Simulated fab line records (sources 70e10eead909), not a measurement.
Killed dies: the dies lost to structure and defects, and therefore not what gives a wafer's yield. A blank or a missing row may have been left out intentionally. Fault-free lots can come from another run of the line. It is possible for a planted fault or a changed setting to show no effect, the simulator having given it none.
fab line records	flow nand_harc
record lots=24	wafers=72	last_day=33
route steps=1302 shown A_STAIRCASE@745
lots with no fault: from the same line, run without faults
start_h: hours from the record's opening day to when the first of the lot's shown wafers began	wait_h: how many hours have passed since the lot's step before this one	" same as the row above	L1.1+2: a row that stands for several wafers	- no value, or no start was given	* or withheld: withheld	< > ~ a bound
route shown NAME@n: a module of which the file shows steps, and the number in the route of the first	usual: mean/standard deviation taken from wafers without a fault	same: alike in all rows	chamber/n: place in a boat	sites: per-site readings	_std_site: how widely they spread, as a standard deviation	_edge_site: outer sites' mean less inner sites'	radius_mm: for every site, how far away it sits from the centre of the wafer	mask NAME#n: copy n	behind: the tool/chamber that last shaped the wafer	hold: why the lot was held/for how many hours/how that ended	device: which transistor (n, p or np) failed to switch	end of line: the tests these same wafers got at the end of their route	a step given without rows: its recipe and nothing more	killed: dies that structure and defects cost at the first sort, which is not the same as the wafer's yield	map: shows each die of a wafer: x if killed, . if not, _ if none is there
set.NAME: the run value of the setting; set.NAME@STEP: its run value at that earlier step	model.NAME: the simulator's own value behind a step, which no gauge read
the route's steps for a sample of lots (tables are steps, rows are wafers)
services: when a tool's chamber went out of use (start_h, in hours from the record's first day, below 0 if earlier), for how many hours, and the reason
## steps
# step NHARC_A_STAIRCASE_TRIM_231
# recipe time_s=211.2	o2_flow_sccm=500	ar_flow_sccm=0	bias_w=0	chemistry=O2
# usual drypump_motor_current_A=5.8/0.47	oes_product_au=1.000/0.011	rf_vpp_V=57.9/0.94	showerhead_plenum_p_Torr=3.55/0.16	throttle_valve_pct=17.036/0.0088
lot.wafer	tool	chamber	start_h	wait_h	drypump_motor_current_A	oes_product_au	rf_hours_counter_h	rf_vpp_V	showerhead_plenum_p_Torr	throttle_valve_pct
L074.4	rie_diel-13	3	-	-	6.6	0.988	1	58.7	3.33	17.042
L074.5	"	0	"	"	5.9	1.008	-	56.7	3.43	17.034
L074.6	"	1	"	"	5.6	0.999	-	58.6	3.81	17.035
L075.2	rie_diel-04	0	-	-	6.1	0.995	6	56.1	3.65	17.043
L075.1	"	2	"	"	6.0	0.994	3	58.6	3.81	17.042
L075.6	"	2	"	"	6.0	1.012	-	59.6	3.81	17.039
L076.2	rie_diel-04	2	-	-	6.1	1.018	4	57.3	3.81	17.044
L076.4	"	0	"	"	6.1	0.982	-	59.2	3.65	17.036
L076.6	"	2	"	"	6.1	1.019	-	59.6	3.81	17.041
L077.1	rie_diel-13	3	-	-	6.6	1.003	16	58.2	3.32	17.040
L077.4	"	0	"	"	5.9	1.001	16	56.6	3.42	17.035
L077.6	"	3	"	"	6.6	0.993	-	56.8	3.32	17.023
L078.4	rie_diel-08	0	-	-	5.5	1.005	4	58.2	3.56	17.022
L078.3	"	1	"	"	5.9	1.013	4	58.6	3.49	17.042
L078.2	"	2	"	"	5.5	1.011	4	56.9	3.53	17.035
L079.2	rie_diel-13	2	-	-	5.9	1.012	21	58.4	3.54	17.021
L079.4	"	3	"	"	6.6	0.987	20	58.1	3.32	17.040
L079.6	"	2	"	"	5.9	1.005	-	59.2	3.54	17.044
L080.2	rie_diel-04	0	-	-	6.1	0.982	16	58.2	3.64	17.023
L080.6	"	1	"	"	4.8	0.986	-	57.8	3.70	17.044
L080.5	"	2	"	"	6.0	1.012	-	58.8	3.80	17.036
L081.1	rie_diel-08	2	-	-	5.4	1.003	19	59.1	3.52	17.039
L081.5	"	0	"	"	5.5	1.008	-	57.8	3.56	17.037
L081.6	"	1	"	"	5.9	0.989	-	57.6	3.49	17.024
L082.1	rie_diel-13	1	-	-	5.5	0.999	36	58.8	3.79	17.035
L082.4	"	1	"	"	5.5	0.993	-	58.0	3.79	17.054
L082.6	"	3	"	"	6.6	1.002	-	57.9	3.31	17.049
L083.2	rie_diel-13	1	-	-	5.5	1.001	41	58.8	3.78	17.036
L083.3	"	3	"	"	6.6	1.001	43	56.4	3.31	17.039
L083.4	"	0	"	"	5.9	0.992	42	58.6	3.40	17.047
L086.1	rie_diel-13	1	-	-	5.5	0.988	43	57.5	3.78	17.037
L086.6	"	0	"	"	5.9	0.996	-	56.6	3.40	17.033
L086.5	"	1	"	"	5.5	1.000	-	58.4	3.78	17.037
L084.1	rie_diel-04	2	-	-	6.1	1.017	28	57.8	3.79	17.037
L084.3	"	1	"	"	4.8	0.989	29	59.8	3.69	17.035
L084.5	"	3	"	"	6.4	0.991	-	58.4	3.42	17.031
L085.4	rie_diel-13	1	-	-	5.5	0.992	44	58.1	3.78	17.032
L085.2	"	2	"	"	5.9	1.009	41	57.6	3.53	17.055
L085.5	"	0	"	"	5.9	0.986	-	56.7	3.40	17.040
L087.3	rie_diel-13	3	-	-	6.6	0.996	55	57.2	3.30	17.032
L087.1	"	2	"	"	5.9	1.024	49	56.7	3.53	17.034
L087.5	"	0	"	"	5.9	0.991	-	56.5	3.40	17.057
L088.4	rie_diel-08	1	-	-	5.9	1.009	40	56.9	3.47	17.030
L088.2	"	3	"	"	5.5	0.997	44	58.4	3.37	17.025
L088.6	"	1	"	"	5.9	1.012	-	56.4	3.47	17.015
L089.3	rie_diel-04	0	-	-	6.1	0.977	46	58.5	3.62	17.038
L089.2	"	2	"	"	6.0	1.016	37	59.6	3.79	17.046
L089.6	"	0	"	"	6.1	0.994	-	57.2	3.62	17.038
L091.3	rie_diel-04	0	-	-	6.1	0.997	51	56.1	3.62	17.044
L091.2	"	1	"	"	4.8	0.997	45	57.9	3.68	17.052
L091.4	"	2	"	"	6.0	1.011	41	57.6	3.78	17.038
L090.4	rie_diel-08	2	-	-	5.4	1.000	40	57.7	3.51	17.055
L090.1	"	3	"	"	5.5	1.002	50	56.7	3.37	17.028
L090.5	"	1	"	"	5.9	1.010	-	58.9	3.47	17.040
L092.4	rie_diel-08	2	-	-	5.4	1.002	1	55.8	3.51	17.040
L092.6	"	1	"	"	5.9	0.986	-	59.2	3.47	17.038
L092.5	"	2	"	"	5.5	1.002	-	57.5	3.51	17.035
L093.3	rie_diel-04	0	-	-	6.1	0.976	9	58.2	3.62	17.034
L093.2	"	3	"	"	6.4	0.997	9	58.4	3.41	17.021
L093.6	"	0	"	"	6.1	0.990	-	58.5	3.62	17.041
L094.4	rie_diel-08	3	-	-	5.5	1.010	3	57.0	3.37	17.046
L094.1	"	1	"	"	5.9	0.987	3	58.3	3.47	17.051
L094.5	"	2	"	"	5.5	1.030	-	59.1	3.51	17.038
L095.3	rie_diel-13	1	-	-	5.5	0.991	17	58.9	3.77	17.040
L095.4	"	2	"	"	5.9	1.014	20	56.7	3.51	17.035
L095.1	"	3	"	"	6.6	0.990	19	56.8	3.29	17.034
L096.3	rie_diel-04	0	-	-	6.1	0.982	14	59.0	3.61	17.033
L096.1	"	3	"	"	6.4	0.999	17	59.1	3.40	17.042
L096.6	"	0	"	"	6.1	0.976	-	58.7	3.61	17.024
L097.2	rie_diel-04	0	-	-	6.1	0.987	19	57.2	3.61	17.031
L097.4	"	1	"	"	4.8	1.009	19	57.9	3.67	17.039
L097.5	"	0	"	"	6.1	0.991	-	57.8	3.61	17.051
# step NHARC_A_STAIRCASE_ETCH_234
# recipe target_depth_a=1000	time_s=40.5	ion_energy_ev=400	c4f8_flow_sccm=20	o2_flow_sccm=10	ar_flow_sccm=withheld	rf_w=600	bias_w=1000	chemistry=C4F8/O2
# usual oes_product_au=0.943/0.013	rf_vpp_V=897/5.7
lot.wafer	tool	chamber	start_h	wait_h	oes_product_au	rf_hours_counter_h	rf_vpp_V
L074.4	rie_diel-13	0	-	-	0.953	1	893
L074.5	"	2	"	"	0.972	-	896
L074.6	"	3	"	"	0.935	-	889
L075.1	rie_diel-04	0	-	-	0.928	6	899
L075.2	"	2	"	"	0.937	4	905
L075.6	"	2	"	"	0.945	-	904
L076.2	rie_diel-04	2	-	-	0.947	4	904
L076.6	"	1	"	"	0.936	-	905
L076.4	"	2	"	"	0.934	-	907
L077.4	rie_diel-13	3	-	-	0.933	16	889
L077.1	"	2	"	"	0.960	17	896
L077.6	"	0	"	"	0.926	-	892
L078.4	rie_diel-08	1	-	-	0.953	4	895
L078.2	"	2	"	"	0.945	4	896
L078.3	"	3	"	"	0.935	5	890
L079.2	rie_diel-13	2	-	-	0.960	21	898
L079.4	"	3	"	"	0.934	21	888
L079.6	"	3	"	"	0.944	-	888
L080.2	rie_diel-04	2	-	-	0.952	13	907
L080.5	"	1	"	"	0.939	-	902
L080.6	"	2	"	"	0.938	-	905
L081.1	rie_diel-08	0	-	-	0.936	15	898
L081.5	"	0	"	"	0.943	-	898
L081.6	"	1	"	"	0.938	-	895
L082.1	rie_diel-13	0	-	-	0.935	36	892
L082.6	"	3	"	"	0.952	-	886
L082.4	"	1	"	"	0.942	-	905
L083.3	rie_diel-13	0	-	-	0.939	43	890
L083.2	"	1	"	"	0.934	41	908
L083.4	"	2	"	"	0.949	38	896
L086.1	rie_diel-13	1	-	-	0.933	43	905
L086.6	"	0	"	"	0.948	-	892
L086.5	"	1	"	"	0.930	-	904
L084.3	rie_diel-04	1	-	-	0.936	29	904
L084.1	"	3	"	"	0.972	28	891
L084.5	"	1	"	"	0.932	-	901
L085.4	rie_diel-13	2	-	-	0.953	41	896
L085.2	"	0	"	"	0.937	45	890
L085.5	"	2	"	"	0.957	-	897
L087.1	rie_diel-13	0	-	-	0.928	52	892
L087.3	"	2	"	"	0.952	-	896
L087.5	"	0	"	"	0.924	-	892
L088.4	rie_diel-08	0	-	-	0.951	39	896
L088.2	"	3	"	"	0.949	44	891
L088.6	"	1	"	"	0.935	-	893
L089.2	rie_diel-04	3	-	-	0.943	39	892
L089.3	"	0	"	"	0.939	47	900
L089.6	"	3	"	"	0.932	-	893
L091.2	rie_diel-04	0	-	-	0.928	51	900
L091.3	"	1	"	"	0.946	45	903
L091.4	"	3	"	"	0.932	44	891
L090.4	rie_diel-08	0	-	-	0.963	44	896
L090.1	"	1	"	"	0.941	46	894
L090.5	"	1	"	"	0.944	-	894
L092.4	rie_diel-08	0	-	-	0.967	1	897
L092.6	"	0	"	"	0.965	-	895
L092.5	"	1	"	"	0.929	-	892
L093.2	rie_diel-04	1	-	-	0.946	9	901
L093.3	"	2	"	"	0.974	9	904
L093.6	"	0	"	"	0.915	-	900
L094.1	rie_diel-08	3	-	-	0.963	3	891
L094.4	"	1	"	"	0.932	3	894
L094.5	"	3	"	"	0.962	-	892
L095.3	rie_diel-13	3	-	-	0.945	19	887
L095.4	"	1	"	"	0.929	17	905
L095.1	"	2	"	"	0.959	20	895
L096.1	rie_diel-04	2	-	-	0.964	16	905
L096.3	"	0	"	"	0.924	15	899
L096.6	"	2	"	"	0.946	-	905
L097.4	rie_diel-04	3	-	-	0.945	23	892
L097.2	"	0	"	"	0.920	19	900
L097.5	"	0	"	"	0.921	-	899
# step NHARC_A_STAIRCASE_ETCH_236
# recipe target_depth_a=1000	time_s=40.5	ion_energy_ev=400	c4f8_flow_sccm=20	o2_flow_sccm=10	ar_flow_sccm=withheld	rf_w=600	bias_w=1000	chemistry=C4F8/O2
# usual oes_product_au=0.942/0.013	rf_vpp_V=897/5.8
lot.wafer	tool	chamber	start_h	wait_h	oes_product_au	rf_hours_counter_h	rf_vpp_V
L074.4	rie_diel-13	2	-	-	0.980	1	897
L074.5	"	2	"	"	0.963	-	896
L074.6	"	3	"	"	0.938	-	889
L075.2	rie_diel-04	1	-	-	0.940	7	903
L075.1	"	2	"	"	0.942	4	908
L075.6	"	0	"	"	0.919	-	901
L076.2	rie_diel-04	1	-	-	0.934	7	902
L076.4	"	1	"	"	0.936	-	902
L076.6	"	2	"	"	0.952	-	906
L077.1	rie_diel-13	3	-	-	0.923	16	888
L077.4	"	0	"	"	0.919	16	892
L077.6	"	3	"	"	0.926	-	888
L078.3	rie_diel-08	0	-	-	0.939	5	897
L078.4	"	1	"	"	0.946	4	894
L078.2	"	3	"	"	0.923	5	892
L079.2	rie_diel-13	0	-	-	0.930	22	891
L079.4	"	2	"	"	0.962	21	896
L079.6	"	0	"	"	0.931	-	891
L080.2	rie_diel-04	3	-	-	0.948	10	892
L080.6	"	1	"	"	0.935	-	902
L080.5	"	2	"	"	0.953	-	905
L081.1	rie_diel-08	2	-	-	0.951	19	895
L081.6	"	3	"	"	0.950	-	891
L081.5	"	0	"	"	0.966	-	898
L082.1	rie_diel-13	1	-	-	0.937	36	905
L082.6	"	0	"	"	0.923	-	892
L082.4	"	3	"	"	0.938	-	888
L083.3	rie_diel-13	3	-	-	0.935	44	887
L083.2	"	0	"	"	0.929	43	893
L083.4	"	1	"	"	0.937	42	905
L086.1	rie_diel-13	2	-	-	0.953	41	898
L086.6	"	0	"	"	0.928	-	891
L086.5	"	1	"	"	0.936	-	906
L084.1	rie_diel-04	2	-	-	0.955	28	905
L084.3	"	0	"	"	0.916	34	901
L084.5	"	2	"	"	0.967	-	903
L085.4	rie_diel-13	0	-	-	0.926	45	892
L085.2	"	2	"	"	0.954	41	896
L085.5	"	3	"	"	0.948	-	887
L087.1	rie_diel-13	2	-	-	0.953	49	896
L087.3	"	0	"	"	0.934	-	892
L087.5	"	0	"	"	0.930	-	892
L088.2	rie_diel-08	2	-	-	0.941	33	895
L088.4	"	0	"	"	0.955	39	897
L088.6	"	2	"	"	0.955	-	897
L089.2	rie_diel-04	2	-	-	0.958	38	905
L089.3	"	0	"	"	0.934	47	900
L089.6	"	2	"	"	0.956	-	905
L091.2	rie_diel-04	3	-	-	0.934	44	894
L091.3	"	0	"	"	0.932	51	900
L091.4	"	1	"	"	0.946	45	903
L090.4	rie_diel-08	3	-	-	0.958	50	891
L090.1	"	1	"	"	0.951	46	895
L090.5	"	2	"	"	0.936	-	895
L092.4	rie_diel-08	3	-	-	0.949	1	889
L092.5	"	2	"	"	0.951	-	896
L092.6	"	3	"	"	0.956	-	891
L093.2	rie_diel-04	2	-	-	0.964	9	906
L093.3	"	3	"	"	0.946	9	892
L093.6	"	1	"	"	0.943	-	902
L094.1	rie_diel-08	2	-	-	0.962	3	895
L094.4	"	0	"	"	0.968	3	896
L094.5	"	3	"	"	0.953	-	889
L095.3	rie_diel-13	3	-	-	0.948	19	888
L095.1	"	0	"	"	0.949	16	890
L095.4	"	2	"	"	0.949	20	896
L096.1	rie_diel-04	1	-	-	0.927	14	902
L096.3	"	2	"	"	0.964	16	903
L096.6	"	0	"	"	0.914	-	899
L097.2	rie_diel-04	0	-	-	0.924	19	900
L097.4	"	3	"	"	0.941	23	892
L097.5	"	0	"	"	0.931	-	898
# step NHARC_A_STAIRCASE_DEP_259
# recipe target_thk_a=300	target_thk_nm=30	temp_c=400	pressure_torr=3.5	flow_sccm=200	rf_w=350	material=SiON
# usual heater_power_w=691/90
lot.wafer	tool	chamber	start_h	wait_h	heater_power_w
L074.6	pecvd-04	2	361.54	0.1	753
L074.5	"	0	"	"	560
L074.4	"	1	"	"	560
L075.1	pecvd-04	1	390.31	1.6	631
L075.2	"	0	"	"	504
L075.6	"	1	"	"	648
L076.2	pecvd-03	0	390.44	1.3	620
L076.4	"	0	"	"	611
L076.6	"	1	"	"	797
L077.1	pecvd-02	1	405.35	1.5	710
L077.6	"	1	"	"	703
L077.4	"	2	"	"	680
L078.2	pecvd-04	2	406.93	1.3	688
L078.3	"	1	"	"	594
L078.4	"	0	"	"	541
L079.2	pecvd-04	2	414.77	1.3	758
L079.4	"	0	"	"	623
L079.6	"	1	"	"	575
L080.2	pecvd-02	2	428.69	1.3	802
L080.5	"	1	"	"	650
L080.6	"	2	"	"	795
L081.1	pecvd-04	2	445.44	1.5	733
L081.5	"	2	"	"	730
L081.6	"	1	"	"	692
L082.1	pecvd-02	1	450.51	1.6	684
L082.4	"	0	"	"	826
L082.6	"	2	"	"	791
L083.2	pecvd-04	0	476.46	1.3	576
L083.3	"	2	"	"	664
L083.4	"	2	"	"	666
L086.1	pecvd-03	2	482.11	1.6	718
L086.5	"	2	"	"	683
L086.6	"	0	"	"	555
L084.3	pecvd-02	0	485.74	0.9	716
L084.1	"	2	"	"	685
L084.5	"	2	"	"	708
L085.2	pecvd-02	1	487.62	1.3	697
L085.5	"	0	"	"	825
L085.4	"	2	"	"	776
L087.3	pecvd-02	2	510.51	0.9	740
L087.1	"	0	"	"	789
L087.5	"	1	"	"	694
L088.2	pecvd-02	2	512.89	1.3	813
L088.4	"	1	"	"	710
L088.6	"	2	"	"	830
L089.3	pecvd-02	2	525.25	1.0	844
L089.2	"	0	"	"	862
L089.6	"	0	"	"	845
L091.3	pecvd-02	1	533.06	1.0	629
L091.2	"	2	"	"	727
L091.4	"	0	"	"	748
L090.1	pecvd-03	1	533.54	1.6	746
L090.4	"	2	"	"	641
L090.5	"	1	"	"	759
L092.4	pecvd-03	2	568.35	0.7	700
L092.6	"	0	"	"	603
L092.5	"	1	"	"	750
L093.3	pecvd-03	0	570.05	0.9	598
L093.2	"	1	"	"	737
L093.6	"	1	"	"	750
L094.1	pecvd-04	1	572.09	1.6	606
L094.4	"	2	"	"	716
L094.5	"	0	"	"	674
L095.3	pecvd-03	0	580.97	0.9	520
L095.1	"	1	"	"	699
L095.4	"	2	"	"	764
L096.1	pecvd-04	0	588.41	1.6	581
L096.3	"	2	"	"	781
L096.6	"	1	"	"	686
L097.2	pecvd-04	0	601.42	1.3	582
L097.4	"	2	"	"	750
L097.5	"	1	"	"	556
# step NHARC_A_STAIRCASE_ALD_420
# recipe target_thk_a=200	pulse_time_s=6	ald_cycles=200	temp_c=300	material=SiO2
# usual heater_power_w=472/34	precursor_pulse_height_rel=1.003/0.018
# same pulse_time_s=6
lot.wafer	tool	chamber	start_h	wait_h	heater_power_w	precursor_pulse_height_rel
L074.4	ald_hk-01	2	388.84	-	428	1.008
L074.5	"	2	"	"	425	0.960
L074.6	"	3	"	"	476	1.017
L075.2	ald_hk-01	1	409.27	-	532	0.999
L075.1	"	2	"	"	429	1.021
L075.6	"	2	"	"	436	1.002
L076.2	ald_hk-01	1	412.75	-	537	1.016
L076.4	"	2	"	"	434	1.000
L076.6	"	0	"	"	482	0.997
L078.3	ald_hk-03	3	424.21	-	495	1.015
L078.2	"	1	"	"	413	1.032
L078.4	"	2	"	"	454	1.010
L077.1	ald_hk-01	2	424.38	-	423	1.032
L077.4	"	0	"	"	489	1.013
L077.6	"	2	"	"	424	1.009
L079.4	ald_hk-04	0	434.51	-	435	1.034
L079.2	"	2	"	"	472	0.991
L079.6	"	3	"	"	526	1.004
L080.2	ald_hk-03	1	452.97	-	414	0.992
L080.6	"	2	"	"	463	0.996
L080.5	"	3	"	"	493	0.994
L081.1	ald_hk-01	3	466.43	-	459	1.012
L081.5	"	1	"	"	535	1.011
L081.6	"	2	"	"	435	0.983
L082.1	ald_hk-04	0	470.00	-	433	1.038
L082.4	"	2	"	"	452	0.993
L082.6	"	1	"	"	453	1.013
L083.4	ald_hk-04	2	504.53	2.4	465	1.010
L083.3	"	3	"	"	531	1.014
L083.2	"	0	"	"	431	0.999
L084.1	ald_hk-01	1	509.97	-	515	1.007
L084.3	"	0	"	"	475	1.011
L084.5	"	1	"	"	509	0.988
L086.1	ald_hk-03	0	510.45	-	491	1.010
L086.6	"	1	"	"	416	0.949
L086.5	"	2	"	"	456	1.002
L085.2	ald_hk-04	1	512.55	-	449	1.004
L085.4	"	2	"	"	456	0.972
L085.5	"	1	"	"	457	0.999
L088.2	ald_hk-01	2	537.95	-	438	1.021
L088.4	"	0	"	"	490	0.982
L088.6	"	1	"	"	520	0.978
L087.1	ald_hk-03	0	537.97	-	502	0.988
L087.3	"	1	"	"	414	1.021
L087.5	"	3	"	"	494	0.974
L089.3	ald_hk-04	3	546.84	-	525	1.006
L089.2	"	0	"	"	441	0.994
L089.6	"	3	"	"	519	1.012
L091.4	ald_hk-01	1	555.11	-	514	0.976
L091.2	"	2	"	"	442	0.988
L091.3	"	0	"	"	500	0.975
L090.1	ald_hk-04	3	555.27	-	517	0.995
L090.4	"	2	"	"	452	1.001
L090.5	"	3	"	"	521	0.989
L092.4	ald_hk-01	2	587.76	-	448	1.002
L092.5	"	3	"	"	482	0.998
L092.6	"	0	"	"	479	0.996
L093.2	ald_hk-04	3	590.35	-	506	1.027
L093.3	"	2	"	"	460	1.026
L093.6	"	3	"	"	511	0.979
L094.4	ald_hk-04	1	592.20	-	442	0.986
L094.1	"	3	"	"	529	0.991
L094.5	"	1	"	"	449	1.020
L095.3	ald_hk-01	2	600.53	-	445	1.009
L095.4	"	3	"	"	484	1.003
L095.1	"	0	"	"	494	1.011
L096.3	ald_hk-03	3	609.54	-	447	1.007
L096.1	"	2	"	"	445	1.020
L096.6	"	3	"	"	445	1.043
L097.2	ald_hk-04	1	625.74	-	445	0.997
L097.4	"	0	"	"	440	0.981
L097.5	"	2	"	"	484	1.000
# step NHARC_A_STAIRCASE_DEP_151
# recipe target_thk_a=72000	temp_c=400	target_thk_nm=7200	teos_flow_sccm=200	rf_w=500	material=SiO2
# usual heater_power_w=596/84
lot.wafer	tool	chamber	start_h	wait_h	heater_power_w
L074.4	pecvd-03	0	399.68	0.7	453
L074.5	"	1	"	"	591
L074.6	"	2	"	"	561
L075.1	pecvd-04	1	417.54	0.5	591
L075.2	"	2	"	"	632
L075.6	"	1	"	"	482
L076.2	pecvd-03	0	421.23	0.4	551
L076.4	"	0	"	"	446
L076.6	"	1	"	"	570
L078.2	pecvd-03	2	432.30	0.4	696
L078.3	"	0	"	"	522
L078.4	"	1	"	"	584
L077.1	pecvd-02	0	432.48	0.6	696
L077.6	"	1	"	"	532
L077.4	"	0	"	"	640
L079.2	pecvd-04	2	442.58	0.5	592
L079.6	"	1	"	"	497
L079.4	"	0	"	"	454
L080.2	pecvd-02	2	460.67	0.4	719
L080.6	"	0	"	"	659
L080.5	"	1	"	"	543
L081.1	pecvd-03	1	474.45	0.6	724
L081.5	"	2	"	"	560
L081.6	"	0	"	"	460
L082.1	pecvd-03	2	478.10	0.4	608
L082.6	"	2	"	"	574
L082.4	"	0	"	"	453
L083.3	pecvd-04	0	512.68	0.4	639
L083.2	"	2	"	"	702
L083.4	"	0	"	"	504
L086.1	pecvd-04	1	518.07	0.4	518
L086.6	"	1	"	"	516
L086.5	"	2	"	"	586
L084.1	pecvd-03	1	518.16	0.5	656
L084.3	"	2	"	"	652
L084.5	"	0	"	"	460
L085.2	pecvd-02	0	518.17	0.5	719
L085.4	"	2	"	"	647
L085.5	"	1	"	"	536
L088.2	pecvd-02	2	546.98	0.4	727
L088.4	"	2	"	"	625
L088.6	"	1	"	"	540
L087.1	pecvd-04	1	547.00	0.4	579
L087.3	"	2	"	"	600
L087.5	"	1	"	"	513
L089.3	pecvd-02	0	555.41	0.8	791
L089.2	"	1	"	"	558
L089.6	"	2	"	"	657
L091.2	pecvd-03	2	563.23	0.4	658
L091.3	"	0	"	"	573
L091.4	"	2	"	"	591
L090.1	pecvd-02	1	563.30	0.5	546
L090.5	"	2	"	"	620
L090.4	"	0	"	"	654
L092.6	pecvd-03	0	595.68	0.7	451
L092.4	"	1	"	"	610
L092.5	"	2	"	"	583
L093.3	pecvd-03	0	595.97	0.9	598
L093.2	"	2	"	"	719
L093.6	"	0	"	"	448
L094.1	pecvd-03	0	600.27	0.5	490
L094.5	"	2	"	"	587
L094.4	"	1	"	"	578
L095.3	pecvd-04	2	608.58	0.5	663
L095.1	"	0	"	"	575
L095.4	"	0	"	"	500
L096.3	pecvd-04	2	617.70	0.4	646
L096.1	"	0	"	"	644
L096.6	"	1	"	"	521
L097.2	pecvd-02	1	634.09	0.6	544
L097.5	"	2	"	"	605
L097.4	"	0	"	"	654
## services
tool	chamber	start_h	hours	kind
rie_diel-13	-	342.06	9.0	pm
rie_diel-04	-	356.45	9.0	pm
pecvd-03	-	366.00	13.0	pm
rie_diel-04	3	366.72	9.6	repair
rie_diel-08	-	368.13	9.0	pm
rie_diel-04	3	380.24	6.1	repair
rie_diel-04	1	398.20	6.0	repair
pecvd-02	-	408.14	13.0	pm
pecvd-04	-	450.27	13.0	pm
rie_diel-08	2	464.98	26.5	repair
pecvd-02	1	466.09	3.3	repair
rie_diel-13	1	502.11	6.3	repair
rie_diel-13	3	503.17	2.0	repair
rie_diel-13	-	519.06	9.0	pm
rie_diel-04	-	533.45	9.0	pm
pecvd-02	0	545.49	5.3	repair
pecvd-03	-	547.00	13.0	pm
pecvd-02	-	589.14	13.0	pm
rie_diel-13	0	590.19	16.5	repair
rie_diel-13	3	593.53	2.5	repair
rie_diel-08	3	610.14	12.8	repair
pecvd-02	-	621.77	1.4	repair
pecvd-02	2	627.61	2.0	repair
pecvd-04	-	631.27	13.0	pm
## key
fault none
